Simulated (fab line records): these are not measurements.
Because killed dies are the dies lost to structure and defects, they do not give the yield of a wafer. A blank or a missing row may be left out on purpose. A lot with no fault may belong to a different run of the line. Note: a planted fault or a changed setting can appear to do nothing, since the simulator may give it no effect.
Chamber matching :: flow n5_finfet :: N5_BEOL_M0_ETCH_128 on rie_diel-01 has 4 sister chambers
The step etches SiCN in CF4/N2, target depth 12 nm, overetch 5.1 nm, time 21.4 s. 24 wafers are shown with their chamber, then 12 later ones without.

## WAFERS PAIRED WITH THEIR CHAMBERS
wafer: L074.1
chamber: 3
drypump_motor_current_A (A): 6.0
showerhead_plenum_p_Torr (Torr): 2.28
throttle_valve_pct (%): 15.54

wafer: L074.2
chamber: 1
drypump_motor_current_A (A): 5.2
showerhead_plenum_p_Torr (Torr): 2.20
throttle_valve_pct (%): 15.46

wafer: L074.3
chamber: 0
drypump_motor_current_A (A): 6.0
showerhead_plenum_p_Torr (Torr): 2.16
throttle_valve_pct (%): 15.12

wafer: L074.4
chamber: 2
drypump_motor_current_A (A): 5.4
showerhead_plenum_p_Torr (Torr): 2.24
throttle_valve_pct (%): 15.22

wafer: L074.5
chamber: 0
drypump_motor_current_A (A): 6.0
showerhead_plenum_p_Torr (Torr): 2.16
throttle_valve_pct (%): 15.12

wafer: L074.6
chamber: 3
drypump_motor_current_A (A): 5.9
showerhead_plenum_p_Torr (Torr): 2.28
throttle_valve_pct (%): 15.53

wafer: L077.2
chamber: 2
drypump_motor_current_A (A): 5.4
showerhead_plenum_p_Torr (Torr): 2.24
throttle_valve_pct (%): 15.24

wafer: L077.3
chamber: 1
drypump_motor_current_A (A): 5.2
showerhead_plenum_p_Torr (Torr): 2.20
throttle_valve_pct (%): 15.49

wafer: L077.4
chamber: 0
drypump_motor_current_A (A): 6.0
showerhead_plenum_p_Torr (Torr): 2.16
throttle_valve_pct (%): 15.14

wafer: L078.2
chamber: 0
drypump_motor_current_A (A): 6.0
showerhead_plenum_p_Torr (Torr): 2.16
throttle_valve_pct (%): 15.14

wafer: L078.3
chamber: 1
drypump_motor_current_A (A): 5.2
showerhead_plenum_p_Torr (Torr): 2.20
throttle_valve_pct (%): 15.48

wafer: L078.4
chamber: 3
drypump_motor_current_A (A): 5.9
showerhead_plenum_p_Torr (Torr): 2.28
throttle_valve_pct (%): 15.53

wafer: L081.1
chamber: 2
drypump_motor_current_A (A): 5.4
showerhead_plenum_p_Torr (Torr): 2.23
throttle_valve_pct (%): 15.23

wafer: L081.2
chamber: 0
drypump_motor_current_A (A): 6.0
showerhead_plenum_p_Torr (Torr): 2.16
throttle_valve_pct (%): 15.15

wafer: L081.3
chamber: 3
drypump_motor_current_A (A): 5.9
showerhead_plenum_p_Torr (Torr): 2.27
throttle_valve_pct (%): 15.55

wafer: L081.4
chamber: 1
drypump_motor_current_A (A): 5.2
showerhead_plenum_p_Torr (Torr): 2.20
throttle_valve_pct (%): 15.50

wafer: L081.5
chamber: 0
drypump_motor_current_A (A): 6.0
showerhead_plenum_p_Torr (Torr): 2.16
throttle_valve_pct (%): 15.15

wafer: L081.6
chamber: 1
drypump_motor_current_A (A): 5.2
showerhead_plenum_p_Torr (Torr): 2.20
throttle_valve_pct (%): 15.49

wafer: L082.1
chamber: 2
drypump_motor_current_A (A): 5.4
showerhead_plenum_p_Torr (Torr): 2.23
throttle_valve_pct (%): 15.25

wafer: L082.2
chamber: 3
drypump_motor_current_A (A): 5.9
showerhead_plenum_p_Torr (Torr): 2.27
throttle_valve_pct (%): 15.58

wafer: L082.3
chamber: 1
drypump_motor_current_A (A): 5.2
showerhead_plenum_p_Torr (Torr): 2.20
throttle_valve_pct (%): 15.51

wafer: L085.1
chamber: 0
drypump_motor_current_A (A): 6.0
showerhead_plenum_p_Torr (Torr): 2.16
throttle_valve_pct (%): 15.17

wafer: L085.4
chamber: 2
drypump_motor_current_A (A): 5.4
showerhead_plenum_p_Torr (Torr): 2.23
throttle_valve_pct (%): 15.26

wafer: L085.5
chamber: 3
drypump_motor_current_A (A): 5.9
showerhead_plenum_p_Torr (Torr): 2.27
throttle_valve_pct (%): 15.57

SIGNATURES (means of the wafers above)
reading: drypump_motor_current_A
chamber 0: 6.000
chamber 1: 5.200
chamber 2: 5.400
chamber 3: 5.917
scatter within a chamber: 0.0204

reading: showerhead_plenum_p_Torr
chamber 0: 2.1600
chamber 1: 2.2000
chamber 2: 2.2340
chamber 3: 2.2750
scatter within a chamber: 0.00367

reading: throttle_valve_pct
chamber 0: 15.1414
chamber 1: 15.4883
chamber 2: 15.2400
chamber 3: 15.5500
scatter within a chamber: 0.0181
Rule: distance of a wafer from a chamber = root of the sum over the readings of ((wafer's reading minus chamber's mean) / reading's scatter) squared. If the next closest chamber is less than 2 further off than the closest, the wafer can't be placed; otherwise it belongs to the closest. How the scatter is found: for the shown wafers, subtract from each reading the mean of its chamber, square and add these, divide the total by (wafers less chambers), then take the root.

## WAFERS WITHOUT THEIR CHAMBER
wafer: L089.1
drypump_motor_current_A (A): 5.2
showerhead_plenum_p_Torr (Torr): 2.19
throttle_valve_pct (%): 15.54

wafer: L089.4
drypump_motor_current_A (A): 5.4
showerhead_plenum_p_Torr (Torr): 2.23
throttle_valve_pct (%): 15.30

wafer: L089.6
drypump_motor_current_A (A): 5.9
showerhead_plenum_p_Torr (Torr): 2.27
throttle_valve_pct (%): 15.57

wafer: L093.2
drypump_motor_current_A (A): 5.9
showerhead_plenum_p_Torr (Torr): 2.27
throttle_valve_pct (%): 15.58

wafer: L093.3
drypump_motor_current_A (A): 5.4
showerhead_plenum_p_Torr (Torr): 2.22
throttle_valve_pct (%): 15.33

wafer: L093.5
drypump_motor_current_A (A): 5.2
showerhead_plenum_p_Torr (Torr): 2.19
throttle_valve_pct (%): 15.57

wafer: L095.1
drypump_motor_current_A (A): 5.2
showerhead_plenum_p_Torr (Torr): 2.19
throttle_valve_pct (%): 15.55

wafer: L095.2
drypump_motor_current_A (A): 5.4
showerhead_plenum_p_Torr (Torr): 2.22
throttle_valve_pct (%): 15.31

wafer: L095.5
drypump_motor_current_A (A): 5.4
showerhead_plenum_p_Torr (Torr): 2.22
throttle_valve_pct (%): 15.32

wafer: L096.2
drypump_motor_current_A (A): 6.0
showerhead_plenum_p_Torr (Torr): 2.15
throttle_valve_pct (%): 15.23

wafer: L096.4
drypump_motor_current_A (A): 5.9
showerhead_plenum_p_Torr (Torr): 2.26
throttle_valve_pct (%): 15.60

wafer: L096.6
drypump_motor_current_A (A): 5.2
showerhead_plenum_p_Torr (Torr): 2.19
throttle_valve_pct (%): 15.55

## THE CHAMBER EACH PASSED THROUGH
wafer: L089.1
from the rows above: 1
in truth: 1

wafer: L089.4
from the rows above: 2
in truth: 2

wafer: L089.6
from the rows above: 3
in truth: 3

wafer: L093.2
from the rows above: 3
in truth: 3

wafer: L093.3
from the rows above: 2
in truth: 2

wafer: L093.5
from the rows above: 1
in truth: 1

wafer: L095.1
from the rows above: 1
in truth: 1

wafer: L095.2
from the rows above: 2
in truth: 2

wafer: L095.5
from the rows above: 2
in truth: 2

wafer: L096.2
from the rows above: 0
in truth: 0

wafer: L096.4
from the rows above: 3
in truth: 3

wafer: L096.6
from the rows above: 1
in truth: 1
12 of 12 placed correctly. Left unplaced by these rows: 0. Placed wrongly: 0.
